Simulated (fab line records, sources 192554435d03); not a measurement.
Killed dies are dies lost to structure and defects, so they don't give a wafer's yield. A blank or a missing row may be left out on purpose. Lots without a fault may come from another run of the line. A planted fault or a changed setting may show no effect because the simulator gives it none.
Chamber matching | flow n5_finfet | N5_BEOL_M4_ETCHBACK_99 on rie_diel-01: 4 sister chambers
The step etches SiO2 in CHF3, target depth 5 nm, time 10.4 s. 4 wafers are shown with their chamber, then 7 later ones without.

WAFERS WITH THEIR CHAMBER
wafer  | chamber | showerhead_plenum_p_Torr (Torr)
L086.1 | 0       | 2.20
L086.3 | 1       | 2.07
L089.1 | 2       | 2.27
L089.4 | 3       | 2.25

WAFERS WITHOUT THEIR CHAMBER
wafer  | showerhead_plenum_p_Torr (Torr)
L089.6 | 2.25
L093.1 | 2.06
L093.4 | 2.19
L093.6 | 2.24
L097.3 | 2.24
L097.4 | 2.06
L097.6 | 2.24

WHICH CHAMBER EACH WENT THROUGH
wafer  | from the rows above | in truth
L089.6 | 3                   | 3
L093.1 | 1                   | 1
L093.4 | 0                   | 0
L093.6 | 3                   | 3
L097.3 | 3                   | 3
L097.4 | 1                   | 1
L097.6 | 3                   | 3
Placed correctly: 7 of 7. Can't be placed from these rows: 0. Placed wrongly: 0.
How it was worked out, from the rows above alone: a wafer's distance from a chamber is the root of the sum, over the readings, of the square of ((its reading less the chamber's mean) divided by the reading's scatter). The wafer belongs to the nearest chamber; if the next one is less than 2 further off, it can't be placed. A chamber's mean is the mean of its shown wafers. The scatter: with one shown wafer a chamber, the root of the mean of the squares of how far each hidden wafer lies from its nearest shown one.
